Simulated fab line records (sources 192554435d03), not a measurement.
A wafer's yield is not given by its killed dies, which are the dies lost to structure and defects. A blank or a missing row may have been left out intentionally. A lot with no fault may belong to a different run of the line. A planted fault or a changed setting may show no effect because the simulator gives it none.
Which of the tools did it? :: flow n5 finfet :: 9 lots, 27 wafers sampled, at 6 steps of a route of 1938

## WHAT THE GAUGES SHOWED, per wafer
N5_BEOL_M4_RC_MEAS_101. Usual: DIBL_N 35.9 mV/V, standard deviation 1.3; DIBL_P 35.9 mV/V, standard deviation 1.5; IOFF_N 0.152 nA/um, standard deviation 0.023; IOFF_P 0.204 nA/um, standard deviation 0.027; ION_N 673 uA/um, standard deviation 9.2; ION_P 462 uA/um, standard deviation 6.7; SS_N 71.4 mV/dec, standard deviation 0.48; SS_P 73.2 mV/dec, standard deviation 0.55; VT_N 250.3 mV, standard deviation 2.6; VT_P -250.6 mV, standard deviation 3.
lot: L844
measured: day 8 12:53
on: prober-02
DIBL_N (mV/V): 35.2 37.0 37.2
DIBL_P (mV/V): 35.1 38.1 37.3
IOFF_N (nA/um): 0.120 0.155 0.149
IOFF_P (nA/um): 0.163 0.207 0.193
ION_N (uA/um): 662 671 659
ION_P (uA/um): 455 468 450
SS_N (mV/dec): 70.9 71.2 71.6
SS_P (mV/dec): 72.3 72.6 73.2
VT_N (mV): 255.4 251.9 250.1
VT_P (mV): -253.8 -251.8 -251.3
flag: 

lot: L845
measured: day 8 18:44
on: prober-01
DIBL_N (mV/V): 35.9 35.3 34.9
DIBL_P (mV/V): 36.2 35.8 36.1
IOFF_N (nA/um): 0.177 0.163 0.159
IOFF_P (nA/um): 0.208 0.198 0.204
ION_N (uA/um): 682 679 676
ION_P (uA/um): 458 459 464
SS_N (mV/dec): 71.3 71.8 70.8
SS_P (mV/dec): 73.9 73.7 73.1
VT_N (mV): 246.9 248.9 248.7
VT_P (mV): -250.4 -251.5 -252.7
flag: 

lot: L846
measured: day 8 20:23
on: prober-02
DIBL_N (mV/V): 33.8 33.5 33.9
DIBL_P (mV/V): 34.7 34.5 35.1
IOFF_N (nA/um): 0.143 0.133 0.139
IOFF_P (nA/um): 0.199 0.186 0.199
ION_N (uA/um): 667 672 663
ION_P (uA/um): 461 464 464
SS_N (mV/dec): 71.0 71.5 70.9
SS_P (mV/dec): 72.4 72.5 72.8
VT_N (mV): 250.9 250.1 250.9
VT_P (mV): -250.0 -250.8 -250.2
flag: 

lot: L847
measured: day 9 18:23
on: prober-02
DIBL_N (mV/V): 36.5 35.0 36.1
DIBL_P (mV/V): 37.3 36.3 37.1
IOFF_N (nA/um): 0.167 0.150 0.163
IOFF_P (nA/um): 0.198 0.182 0.197
ION_N (uA/um): 677 679 680
ION_P (uA/um): 461 452 462
SS_N (mV/dec): 70.8 71.0 71.5
SS_P (mV/dec): 74.3 73.0 73.2
VT_N (mV): 249.8 252.0 248.3
VT_P (mV): -253.7 -254.3 -251.2
flag: 

lot: L854
measured: day 11 07:58
on: prober-02
DIBL_N (mV/V): 38.2 37.6 36.9
DIBL_P (mV/V): 38.8 37.3 36.6
IOFF_N (nA/um): 0.225 0.206 0.182
IOFF_P (nA/um): 0.247 0.217 0.209
ION_N (uA/um): 690 678 682
ION_P (uA/um): 467 458 458
SS_N (mV/dec): 71.5 71.8 71.3
SS_P (mV/dec): 74.1 73.2 72.6
VT_N (mV): 242.7 244.2 246.1
VT_P (mV): -248.1 -253.5 -251.4
flag: 

lot: L861
measured: day 13 14:47
on: prober-01
DIBL_N (mV/V): 36.5 36.6 36.1
DIBL_P (mV/V): 36.9 37.0 36.0
IOFF_N (nA/um): 0.146 0.141 0.139
IOFF_P (nA/um): 0.178 0.178 0.168
ION_N (uA/um): 671 660 674
ION_P (uA/um): 459 451 457
SS_N (mV/dec): 70.9 70.4 71.4
SS_P (mV/dec): 73.0 72.9 73.4
VT_N (mV): 250.3 250.9 249.9
VT_P (mV): -251.8 -254.6 -253.8
flag: 

lot: L864
measured: day 13 17:28
on: prober-02
DIBL_N (mV/V): 36.1 36.2 35.4
DIBL_P (mV/V): 36.0 36.6 35.8
IOFF_N (nA/um): 0.162 0.164 0.149
IOFF_P (nA/um): 0.183 0.187 0.176
ION_N (uA/um): 675 668 669
ION_P (uA/um): 454 455 452
SS_N (mV/dec): 71.9 72.0 71.4
SS_P (mV/dec): 73.0 73.8 73.1
VT_N (mV): 250.0 248.5 250.2
VT_P (mV): -253.1 -255.2 -256.0
flag: 

lot: L866
measured: day 14 19:56
on: prober-01
DIBL_N (mV/V): 41.0 37.6 38.4
DIBL_P (mV/V): 40.4 35.8 36.5
IOFF_N (nA/um): 0.248 0.157 0.177
IOFF_P (nA/um): 0.306 0.216 0.238
ION_N (uA/um): 686 667 669
ION_P (uA/um): 469 459 455
SS_N (mV/dec): 72.2 72.2 71.4
SS_P (mV/dec): 74.8 73.7 74.4
VT_N (mV): 245.1 251.9 249.1
VT_P (mV): -245.4 -252.3 -249.1
flag: 

lot: L867
measured: day 14 22:47
on: prober-02
DIBL_N (mV/V): 35.3 35.2 35.9
DIBL_P (mV/V): 34.3 34.4 35.3
IOFF_N (nA/um): 0.134 0.130 0.146
IOFF_P (nA/um): 0.219 0.216 0.240
ION_N (uA/um): 657 667 678
ION_P (uA/um): 466 471 477
SS_N (mV/dec): 71.6 71.4 71.1
SS_P (mV/dec): 73.2 72.1 73.7
VT_N (mV): 252.8 249.9 251.0
VT_P (mV): -247.0 -247.9 -244.7
flag: 

## WHICH TOOL RAN EACH LOT (tool, then ch and the chambers of the sampled wafers, then the start)
lot: L844
N5_BEOL_M2_SPUTTER_86: pvd sputter-01, day 7 05:09
N5_BEOL_M2_SPUTTER_94: pvd sputter-01, day 7 06:02
N5_BEOL_M2_ECD_50: ecd cu-02 ch 0,1, day 7 06:22
N5_BEOL_M2_CMP_52: cmp-01 ch 1,2,3, day 7 06:47
N5_BEOL_M2_PRE_CLEAN_60: cvd co-01 ch 0,1,2, day 7 07:05

lot: L845
N5_BEOL_M2_SPUTTER_86: pvd sputter-03, day 7 07:11
N5_BEOL_M2_SPUTTER_94: pvd sputter-03, day 7 08:04
N5_BEOL_M2_ECD_50: ecd cu-02 ch 0, day 7 08:24
N5_BEOL_M2_CMP_52: cmp-04 ch 0,1,3, day 7 08:53
N5_BEOL_M2_PRE_CLEAN_60: cvd co-02 ch 0,1, day 7 09:14

lot: L846
N5_BEOL_M2_SPUTTER_86: pvd sputter-01, day 7 09:56
N5_BEOL_M2_SPUTTER_94: pvd sputter-01, day 7 10:49
N5_BEOL_M2_ECD_50: ecd cu-02 ch 0,1, day 7 11:10
N5_BEOL_M2_CMP_52: cmp-04 ch 0,2,3, day 7 11:39
N5_BEOL_M2_PRE_CLEAN_60: cvd co-02 ch 1,2, day 7 11:52

lot: L847
N5_BEOL_M2_SPUTTER_86: pvd sputter-01, day 8 02:32
N5_BEOL_M2_SPUTTER_94: pvd sputter-01, day 8 03:25
N5_BEOL_M2_ECD_50: ecd cu-02 ch 0,1, day 8 03:45
N5_BEOL_M2_CMP_52: cmp-03 ch 0,1,2, day 8 04:07
N5_BEOL_M2_PRE_CLEAN_60: cvd co-01 ch 0,1,2, day 8 04:27

lot: L854
N5_BEOL_M2_SPUTTER_86: pvd sputter-02, day 9 22:11
N5_BEOL_M2_SPUTTER_94: pvd sputter-02, day 9 23:04
N5_BEOL_M2_ECD_50: ecd cu-02 ch 0,1, day 9 23:25
N5_BEOL_M2_CMP_52: cmp-01 ch 0,1,2, day 10 00:34
N5_BEOL_M2_PRE_CLEAN_60: cvd co-02 ch 1,2, day 10 01:02

lot: L861
N5_BEOL_M2_SPUTTER_86: pvd sputter-02, day 12 00:59
N5_BEOL_M2_SPUTTER_94: pvd sputter-02, day 12 01:52
N5_BEOL_M2_ECD_50: ecd cu-01 ch 0,1, day 12 02:14
N5_BEOL_M2_CMP_52: cmp-03 ch 1,2,3, day 12 02:37
N5_BEOL_M2_PRE_CLEAN_60: cvd co-01 ch 0,2, day 12 02:55

lot: L864
N5_BEOL_M2_SPUTTER_86: pvd sputter-01, day 12 05:38
N5_BEOL_M2_SPUTTER_94: pvd sputter-01, day 12 06:31
N5_BEOL_M2_ECD_50: ecd cu-01 ch 0,1, day 12 06:51
N5_BEOL_M2_CMP_52: cmp-03 ch 0,1,3, day 12 07:14
N5_BEOL_M2_PRE_CLEAN_60: cvd co-02 ch 1,2, day 12 07:34

lot: L866
N5_BEOL_M2_SPUTTER_86: pvd sputter-02, day 12 15:01
N5_BEOL_M2_SPUTTER_94: pvd sputter-02, day 12 15:53
N5_BEOL_M2_ECD_50: ecd cu-02 ch 0,1, day 12 16:14
N5_BEOL_M2_CMP_52: cmp-01 ch 0,1,3, day 12 16:36
N5_BEOL_M2_PRE_CLEAN_60: cvd co-01 ch 0,1,2, day 12 16:56

lot: L867
N5_BEOL_M2_SPUTTER_86: pvd sputter-03, day 13 10:00
N5_BEOL_M2_SPUTTER_94: pvd sputter-03, day 13 10:53
N5_BEOL_M2_ECD_50: ecd cu-01 ch 0,1, day 13 11:13
N5_BEOL_M2_CMP_52: cmp-01 ch 1,3, day 13 11:35
N5_BEOL_M2_PRE_CLEAN_60: cvd co-02 ch 0,1, day 13 11:55
- N5_BEOL_M2_SPUTTER_86: material Cu, target thk 4.5 nm, time 8.29 s.
- N5_BEOL_M2_SPUTTER_94: material Cu, target thk 4.5 nm, time 8.29 s.
- N5_BEOL_M2_ECD_50: material Cu, target thk 300 nm.
- N5_BEOL_M2_CMP_52: polishes, stops on SiOC, t overpolish 6.8 s, target thk 40 nm.
- N5_BEOL_M2_PRE_CLEAN_60: time 15 s.

## AS READ BY THE TOOLS THEMSELVES (means over the sampled wafers that have a number; for cases with no such wafer, the mark the record gives instead)
N5_BEOL_M2_SPUTTER_86. Usual: susceptor temp C -20.00 C, standard deviation 0.11; throttle valve pct 30.1 %, standard deviation 1.
lot: L844
tool: pvd sputter-01
susceptor temp C (C): -20.02
throttle valve pct (%): 29.2
flag: 

lot: L845
tool: pvd sputter-03
susceptor temp C (C): -20.03
throttle valve pct (%): 30.6
flag: 

lot: L846
tool: pvd sputter-01
susceptor temp C (C): -20.10
throttle valve pct (%): 30.2
flag: 

lot: L847
tool: pvd sputter-01
susceptor temp C (C): -19.97
throttle valve pct (%): 29.9
flag: 

lot: L854
tool: pvd sputter-02
susceptor temp C (C): -19.92
throttle valve pct (%): 31.5
flag: 

lot: L861
tool: pvd sputter-02
susceptor temp C (C): -19.88
throttle valve pct (%): 31.6
flag: 

lot: L864
tool: pvd sputter-01
susceptor temp C (C): -20.02
throttle valve pct (%): 29.0
flag: 

lot: L866
tool: pvd sputter-02
susceptor temp C (C): -20.03
throttle valve pct (%): 29.9
flag: 

lot: L867
tool: pvd sputter-03
susceptor temp C (C): -20.04
throttle valve pct (%): 30.2
flag: 

N5_BEOL_M2_SPUTTER_94. Usual: susceptor temp C -20.01 C, standard deviation 0.1; throttle valve pct 30.2 %, standard deviation 1.
lot: L844
tool: pvd sputter-01
susceptor temp C (C): -19.92
throttle valve pct (%): 29.2
flag: 

lot: L845
tool: pvd sputter-03
susceptor temp C (C): -19.98
throttle valve pct (%): 30.5
flag: 

lot: L846
tool: pvd sputter-01
susceptor temp C (C): -20.08
throttle valve pct (%): 30.2
flag: 

lot: L847
tool: pvd sputter-01
susceptor temp C (C): -20.11
throttle valve pct (%): 29.6
flag: 

lot: L854
tool: pvd sputter-02
susceptor temp C (C): -20.04
throttle valve pct (%): 31.6
flag: 

lot: L861
tool: pvd sputter-02
susceptor temp C (C): -20.02
throttle valve pct (%): 31.6
flag: 

lot: L864
tool: pvd sputter-01
susceptor temp C (C): -19.97
throttle valve pct (%): 29.0
flag: 

lot: L866
tool: pvd sputter-02
susceptor temp C (C): -20.02
throttle valve pct (%): 30.1
flag: 

lot: L867
tool: pvd sputter-03
susceptor temp C (C): -20.04
throttle valve pct (%): 30.2
flag: 

N5_BEOL_M2_CMP_52. Usual: clearing platen down force psi 1.500 psi, standard deviation 0.0032; clearing platen rpm 49.996 rpm, standard deviation 0.027; motor current A 6.1 A, standard deviation 0.46; time to endpoint s 62.4 s, standard deviation 2.2.
lot: L844
tool: cmp-01
clearing platen down force psi (psi): 1.500
clearing platen rpm (rpm): 50.003
motor current A (A): 5.8
time to endpoint s (s): 64.3
flag: 

lot: L845
tool: cmp-04
clearing platen down force psi (psi): 1.497
clearing platen rpm (rpm): 50.019
motor current A (A): 6.2
time to endpoint s (s): 63.7
flag: 

lot: L846
tool: cmp-04
clearing platen down force psi (psi): 1.498
clearing platen rpm (rpm): 49.971
motor current A (A): 6.2
time to endpoint s (s): 65.1
flag: 

lot: L847
tool: cmp-03
clearing platen down force psi (psi): 1.502
clearing platen rpm (rpm): 50.003
motor current A (A): 6.4
time to endpoint s (s): 62.0
flag: 

lot: L854
tool: cmp-01
clearing platen down force psi (psi): 1.502
clearing platen rpm (rpm): 49.981
motor current A (A): 6.0
time to endpoint s (s): 76.1
flag: OFF

lot: L861
tool: cmp-03
clearing platen down force psi (psi): 1.502
clearing platen rpm (rpm): 49.982
motor current A (A): 6.3
time to endpoint s (s): 61.6
flag: 

lot: L864
tool: cmp-03
clearing platen down force psi (psi): 1.501
clearing platen rpm (rpm): 50.016
motor current A (A): 6.2
time to endpoint s (s): 61.2
flag: 

lot: L866
tool: cmp-01
clearing platen down force psi (psi): 1.499
clearing platen rpm (rpm): 49.975
motor current A (A): 5.9
time to endpoint s (s): 63.5
flag: 

lot: L867
tool: cmp-01
clearing platen down force psi (psi): 1.497
clearing platen rpm (rpm): 49.977
motor current A (A): 6.1
time to endpoint s (s): 60.3
flag: 

N5_BEOL_M2_PRE_CLEAN_60. Usual: heater power w reads 86 W (standard deviation 23).
lot: L844
tool: cvd co-01
heater power w (W): 93
flag: 

lot: L845
tool: cvd co-02
heater power w (W): 93
flag: 

lot: L846
tool: cvd co-02
heater power w (W): 83
flag: 

lot: L847
tool: cvd co-01
heater power w (W): 92
flag: 

lot: L854
tool: cvd co-02
heater power w (W): 69
flag: 

lot: L861
tool: cvd co-01
heater power w (W): 105
flag: 

lot: L864
tool: cvd co-02
heater power w (W): 83
flag: 

lot: L866
tool: cvd co-01
heater power w (W): 93
flag: 

lot: L867
tool: cvd co-02
heater power w (W): 95
flag: 

## THE ANSWER, worked out from the rows above alone
Rule: a lot is off if the mean of its wafers that have a number lies more than 3 standard deviations from the usual mean. A lot without any number at a reading at which 4 lots or more have one is off too. Where the step has rows for the other lots, those lots are counted as sound. First the gauges in route order, then the tools' own readings, where a lot's mean is used as printed above. The first step at which some lot is off is used, and at that step the reading that is off furthest; a lot without a number counts as furthest.
Off: L854 (N5_BEOL_M2_CMP_52, time to endpoint s).
A tool fits if, at that step or a process step before it, it ran every lot that is off, and no sound lot after the first of them. Of those tried, none fits.

## WHAT HAD BEEN PUT IN BY THE SIMULATOR
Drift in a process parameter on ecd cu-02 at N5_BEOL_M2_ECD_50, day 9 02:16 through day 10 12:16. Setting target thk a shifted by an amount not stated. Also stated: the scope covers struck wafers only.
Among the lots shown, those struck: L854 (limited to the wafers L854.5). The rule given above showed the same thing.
